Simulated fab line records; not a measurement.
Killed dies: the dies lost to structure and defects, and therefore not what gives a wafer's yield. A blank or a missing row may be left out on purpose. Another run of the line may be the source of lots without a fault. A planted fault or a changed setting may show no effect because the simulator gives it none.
What tool caused it? -- flow nandHarc -- 12 lots with 36 wafers sampled at 5 steps, on a route of 1159 steps

## WHAT EACH GAUGE READ, for each wafer
NHARC_A_SLIT_INSPECT_11. Usual: 22 for rawDefectCount, sd 9.3.
lot,measured,on,rawDefectCount,flag
L856,day 14 21:27,defectInspect-02,25 22 26,
L854,day 14 22:23,defectInspect-02,15 10 17,
L859,day 15 04:31,defectInspect-01,14 9 13,
L858,day 15 16:15,defectInspect-01,23 25 20,
L865,day 17 04:05,defectInspect-01,46 32 35,
L868,day 17 06:04,defectInspect-02,12 17 11,
L869,day 17 22:26,defectInspect-02,32 42 24,
L872,day 18 22:16,defectInspect-02,21 28 22,
L874,day 18 22:23,defectInspect-02,40 40 40,
L871,day 19 04:30,defectInspect-01,12 11 9,
L875,day 19 19:22,defectInspect-02,24 23 21,
L877,day 20 02:22,defectInspect-01,24 28 17,

NHARC_A_SLIT_CD_MEAS_21. Usual: 289.7 nm for cdNm, sd 1.
lot,measured,on,cdNm (nm),flag
L856,day 15 00:56,cdSem-01,289.6 289.1 290.0,
L854,day 15 02:37,cdSem-01,289.5 289.8 288.9,
L859,day 15 08:05,cdSem-01,288.6 290.1 290.0,
L858,day 15 21:41,cdSem-01,289.6 291.0 288.0,
L865,day 17 10:15,cdSem-03,290.1 290.1 290.4,
L868,day 17 13:19,cdSem-01,289.5 289.8 289.7,
L869,day 18 01:55,cdSem-02,290.1 290.2 289.8,
L872,day 19 01:47,cdSem-02,291.0 288.4 289.2,
L874,day 19 01:54,cdSem-03,290.8 288.7 290.3,
L871,day 19 09:24,cdSem-02,286.9 287.4 288.0,
L875,day 19 22:50,cdSem-02,288.8 290.1 289.5,
L877,day 20 05:58,cdSem-02,289.9 289.8 290.2,

NHARC_END_SORT_01. Usual: killedAtArray 29, standard deviation 10; killedAtOther 0.7, standard deviation 1.1; killedAtPeriphery 3.2, standard deviation 2.2; killedDies 33, standard deviation 11; killedOpen 3.5, standard deviation 1.8; killedShort 2.0, standard deviation 1.4.
lot,measured,on,killedAtArray,killedAtOther,killedAtPeriphery,killedDies,killedOpen,killedShort,flag
L856,day 20 18:37,prober-01,24 23 25,0 0 1,6 2 2,30 25 28,6 3 0,4 1 3,
L854,day 20 11:44,prober-02,14 20 17,0 0 1,3 3 5,17 23 23,3 5 2,1 5 1,
L859,day 21 02:19,prober-01,23 23 37,0 0 0,2 5 9,25 28 46,2 3 6,1 1 0,
L858,day 21 10:19,prober-02,20 30 26,0 1 0,4 5 4,24 36 30,3 4 4,4 4 3,
L865,day 22 09:56,prober-02,38 43 39,0 1 1,8 8 7,46 52 47,3 5 4,1 3 2,
L868,day 22 18:23,prober-01,18 22 13,0 1 3,3 2 2,21 25 18,2 8 2,4 0 0,
L869,day 23 14:08,prober-02,38 39 42,0 0 0,1 4 7,39 43 49,2 1 9,0 1 2,
L872,day 24 09:04,prober-02,32 38 46,0 0 0,3 2 3,35 40 49,2 5 3,3 1 2,
L874,day 24 16:58,prober-01,37 39 35,0 0 0,1 1 4,38 40 39,4 7 6,3 2 3,
L871,day 24 06:42,prober-01,15 12 6,0 0 2,2 2 1,17 14 9,6 2 2,5 1 1,
L875,day 24 22:14,prober-02,41 43 25,0 2 0,2 3 1,43 48 26,3 2 2,2 2 1,
L877,day 25 08:32,prober-02,34 53 34,2 4 2,4 3 4,40 60 40,5 6 6,3 3 3,

## WHAT TOOL EACH LOT RAN ON (gives the tool, then ch and the chambers of the sampled wafers, and finally the start)
lot,NHARC_A_SLIT_ETCH_24,NHARC_A_WL_FILL_ETCHBACK_04
L856,"rieDiel-05 ch 0,2,3, day 14 21:37","rieMetal-03 ch 0,1, day 15 17:36"
L854,"rieDiel-06 ch 1,2, day 14 22:33","rieMetal-01 ch 0,1, day 15 14:42"
L859,"rieDiel-12 ch 1,2,3, day 15 04:40","rieMetal-02 ch 0,1, day 15 21:17"
L858,"rieDiel-12 ch 0,1,2, day 15 16:24","rieMetal-03 ch 0,1, day 16 14:31"
L865,"rieDiel-06 ch 0,1,2, day 17 04:16","rieMetal-03 ch 1, day 18 00:59"
L868,"rieDiel-12 ch 0,1, day 17 06:12","rieMetal-03 ch 0,1, day 18 04:33"
L869,"rieDiel-12 ch 0,1,3, day 17 22:37","rieMetal-02 ch 0,1, day 18 15:23"
L872,"rieDiel-12 ch 2,3, day 18 22:25","rieMetal-02 ch 0,1, day 19 18:50"
L874,"rieDiel-05 ch 1,2, day 18 22:32","rieMetal-02 ch 0,1, day 19 20:53"
L871,"rieDiel-05 ch 0,1,2, day 19 04:39","rieMetal-02 ch 0,1, day 19 21:43"
L875,"rieDiel-05 ch 0,1,2, day 19 19:31","rieMetal-01 ch 1, day 20 11:11"
L877,"rieDiel-12 ch 0,2,3, day 20 02:31","rieMetal-02 ch 0,1, day 20 23:45"
- NHARC_A_SLIT_ETCH_24: etches the open film in CF4/CHF3, target depth 121 nm, time 60.5 s.
- NHARC_A_WL_FILL_ETCHBACK_04: etches the open film in NF3, target depth 60 nm, time 120 s.

## AS READ BY THE TOOLS THEMSELVES (means over the sampled wafers that have a number; for cases with no such wafer, the mark the record gives instead)
NHARC_A_SLIT_ETCH_24. Usual: biasW 199.9 W, standard deviation 0.64; cf4FlowSccm 100.1 sccm, standard deviation 0.3; chf3FlowSccm 30.01 sccm, standard deviation 0.091; drypumpMotorCurrentA 5.5 A, standard deviation 0.57; oesProductAu 0.963 a.u., standard deviation 0.016; rfVppV 368.7 V, standard deviation 1.8; showerheadPlenumPTorr 1.52 Torr, standard deviation 0.044; throttleValvePct 16.803 %, standard deviation 0.0089.
lot,tool,biasW (W),cf4FlowSccm (sccm),chf3FlowSccm (sccm),drypumpMotorCurrentA (A),oesProductAu (a.u.),rfVppV (V),showerheadPlenumPTorr (Torr),throttleValvePct (%),flag
L856,rieDiel-05,199.8,100.1,30.01,5.5,0.977,369.6,1.54,16.805,
L854,rieDiel-06,200.5,99.8,29.93,6.0,0.951,367.3,1.49,16.806,
L859,rieDiel-12,200.5,100.1,30.11,5.5,0.962,368.7,1.50,16.798,
L858,rieDiel-12,200.4,100.1,29.99,5.8,0.964,368.2,1.50,16.809,
L865,rieDiel-06,199.7,100.1,29.90,6.0,0.964,367.9,1.51,16.811,
L868,rieDiel-12,199.2,100.1,30.08,5.2,0.957,368.9,1.53,16.808,
L869,rieDiel-12,200.0,99.9,30.07,5.2,0.963,368.4,1.51,16.802,
L872,rieDiel-12,198.9,100.1,30.00,5.6,0.967,366.5,1.48,16.801,
L874,rieDiel-05,199.4,100.4,29.93,5.3,0.961,369.5,1.57,16.799,
L871,rieDiel-05,199.8,100.0,30.05,5.2,0.969,369.4,1.55,16.802,
L875,rieDiel-05,200.2,100.1,29.96,5.2,0.961,370.2,1.55,16.806,
L877,rieDiel-12,199.6,100.1,30.07,5.9,0.956,366.4,1.48,16.813,

NHARC_A_WL_FILL_ETCHBACK_04. Usual: drypumpMotorCurrentA 5.77 A, standard deviation 0.23; heBacksideLeakSccm 3.25 sccm, standard deviation 0.25; oesProductAu 1.001 a.u., standard deviation 0.0096; runLengthS 141.3 s, standard deviation 0.42.
lot,tool,drypumpMotorCurrentA (A),heBacksideLeakSccm (sccm),oesProductAu (a.u.),runLengthS (s),flag
L856,rieMetal-03,5.64,3.29,0.999,141.8,
L854,rieMetal-01,5.95,3.36,1.013,141.3,
L859,rieMetal-02,5.72,3.32,0.992,141.3,
L858,rieMetal-03,5.66,3.29,1.000,141.7,
L865,rieMetal-03,5.34,3.92,1.012,145.6,OFF
L868,rieMetal-03,5.49,3.37,1.005,145.4,OFF
L869,rieMetal-02,5.73,3.20,1.003,141.0,
L872,rieMetal-02,5.82,3.34,0.997,141.0,
L874,rieMetal-02,5.82,3.23,0.998,140.9,
L871,rieMetal-02,5.73,3.23,0.997,141.4,
L875,rieMetal-01,6.06,3.11,0.996,141.1,
L877,rieMetal-02,5.74,3.20,0.992,141.3,

## THE ANSWER, worked out from the rows above alone
Rule: take the mean of a lot's wafers that have a number; if it is more than 3 standard deviations from the usual mean, the lot is off. Also off: a lot with no number at a reading for which 4 or more lots have one. Where the step has rows for the other lots, those lots are counted as sound. Order of review: gauges by route order, followed by the tools' own readings, for which a lot's mean as printed above is used. At the first step where some lot is off, the reading lying furthest off is the one used; lots without a number count as furthest.
Off: L865, L868, at NHARC_A_WL_FILL_ETCHBACK_04 (runLengthS).
A tool fits if, at that step or a process step before it, it ran every lot that is off, and no sound lot after the first of them. One fits: NHARC_A_WL_FILL_ETCHBACK_04 on rieMetal-03. A fault onset in the window from L858 (day 16 14:31, its last sound lot) to L865 (day 18 00:59, its first lot off) fits.
The tool's own readings at NHARC_A_WL_FILL_ETCHBACK_04 bear it out: on the lots that are off they differ by more than 5 times the standard deviation of the sound lots' means. heBacksideLeakSccm reads 3.65 sccm there against 3.26 sccm on the sound lots; runLengthS reads 145.5 s there against 141.3 s on the sound lots.

## WHAT WAS PUT IN BY THE SIMULATOR
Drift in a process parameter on rieMetal-03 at NHARC_A_WL_FILL_ETCHBACK_04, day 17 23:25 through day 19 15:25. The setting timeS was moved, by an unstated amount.
Lots struck among those shown: L865, L868. This agrees with what the rule above found.
